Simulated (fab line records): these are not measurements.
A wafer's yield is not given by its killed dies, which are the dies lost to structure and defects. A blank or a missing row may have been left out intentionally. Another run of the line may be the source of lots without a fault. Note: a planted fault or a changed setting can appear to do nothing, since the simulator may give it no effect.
A struck lot beside a sound one ; flow nand_harc ; 15 out of 1302 route steps
Sound: these wafers, L372.2, L372.3, L372.6. Struck: wafer L378.6. (L378.3, L378.5 of the same lot were not struck and are left out.) The cause comes at the end.
For every step that has rows: the tool of each side, followed by ch and its chambers, followed by its first start. Under that, the readings that differ: sound wafers ; struck wafers ; difference of the means ; sigmas: that difference in standard deviations of wafers without a fault.
alike: readings with means less than 2 such deviations apart, plus words and numbers identical on both sides. not compared: withheld readings, readings lacking a value on some wafer, bounds such as >300 that could conceal the same value, and numbers that have no deviation in the record and whose values overlap.
The two part at a step that has a row with sigmas, a row that says differs or no value, or rows on one side only. Non-overlapping numbers with no deviation appear without sigmas and do not part them. A reading that every wafer of one side lacks parts them only if that side has two wafers or more.

first, 7 steps without rows for these wafers: NHARC_P_STI_COAT_41 (time 65 s); NHARC_P_STI_COAT_03 (resist thk 600 nm); NHARC_P_STI_SOFTBAKE_04 (time 70 s); NHARC_P_STI_EBR_05; NHARC_P_STI_EXPOSE_06 (exposes mask P STI, target cd 200 nm); NHARC_P_STI_PEB_07 (peb time 80 s); NHARC_P_STI_DEVELOP_08 (time 50 s).
NHARC_P_STI_CD_MEAS_09: the cd target is 200 nm.
  sound on cd_sem-02 ch 0, day 6 14:34; struck on cd_sem-02 ch 0, day 9 01:29
  alike: cd_nm
NHARC_P_STI_OVL_MEAS_10:
  struck on overlay-01, day 9 01:34; sound on overlay-01, day 6 14:39
reading;sound;struck;difference;sigmas
overlay_x_nm (nm);-12 -12 -12;1;+13;+2
  alike: overlay_y_nm
NHARC_P_STI_INSPECT_11:
  struck on defect_inspect-01, day 9 01:37; sound on defect_inspect-02, day 6 14:41
  alike: raw_defect_count
then, 1 step without rows for these wafers: NHARC_P_STI_HARDBAKE_13 (time 65 s).
NHARC_P_STI_DESCUM_14: chemistry O2, time 3 s.
  sound on rie_diel-13 ch 1,2,3, day 6 14:50; struck on rie_diel-05 ch 0, day 9 01:45
reading;sound;struck;difference;sigmas
o2_flow_sccm (sccm);199.7 201.5 200.4;198.7;-1.8;-3
oes_product_au (a.u.);0.998 1.022 1.001;0.989;-0.018;-2
  alike: drypump_motor_current_A, rf_vpp_V, showerhead_plenum_p_Torr, throttle_valve_pct
  not compared: rf_hours_counter_h
NHARC_P_STI_ETCH_42: etches the open film in N2/H2, target depth 80 nm, overetch 24 nm, time 61 s.
  sound on rie_diel-13 ch 0,1,2, day 6 14:54; struck on rie_diel-05 ch 1, day 9 01:50
reading;sound;struck;difference;sigmas
rf_vpp_V (V);433.7 427.4 430.2;425.1;-5.3;-3
run_length_s (s);82.4 82.7 83.0;65.0;-17.7;-34
  alike: drypump_motor_current_A, oes_product_au, showerhead_plenum_p_Torr, throttle_valve_pct
  not compared: bias_w, rf_hours_counter_h
NHARC_P_STI_ETCH_31: etches the open film in CF4/CHF3, target depth 108.9 nm, time 54.5 s.
  sound: rie_diel-13 ch 1,3; struck: rie_diel-05 ch 3
  alike: bias_w, chf3_flow_sccm, drypump_motor_current_A, oes_product_au, rf_vpp_V, run_length_s, showerhead_plenum_p_Torr, throttle_valve_pct
  not compared: rf_hours_counter_h
NHARC_END_SORT_01:
  the record has rows for the sound wafers here (prober-02 ch 0, day 28 05:12) and none for the struck ones

## WHERE THEY PART
First at NHARC_P_STI_OVL_MEAS_10; last, within this record, at NHARC_END_SORT_01.

WHY: what the simulator had put in
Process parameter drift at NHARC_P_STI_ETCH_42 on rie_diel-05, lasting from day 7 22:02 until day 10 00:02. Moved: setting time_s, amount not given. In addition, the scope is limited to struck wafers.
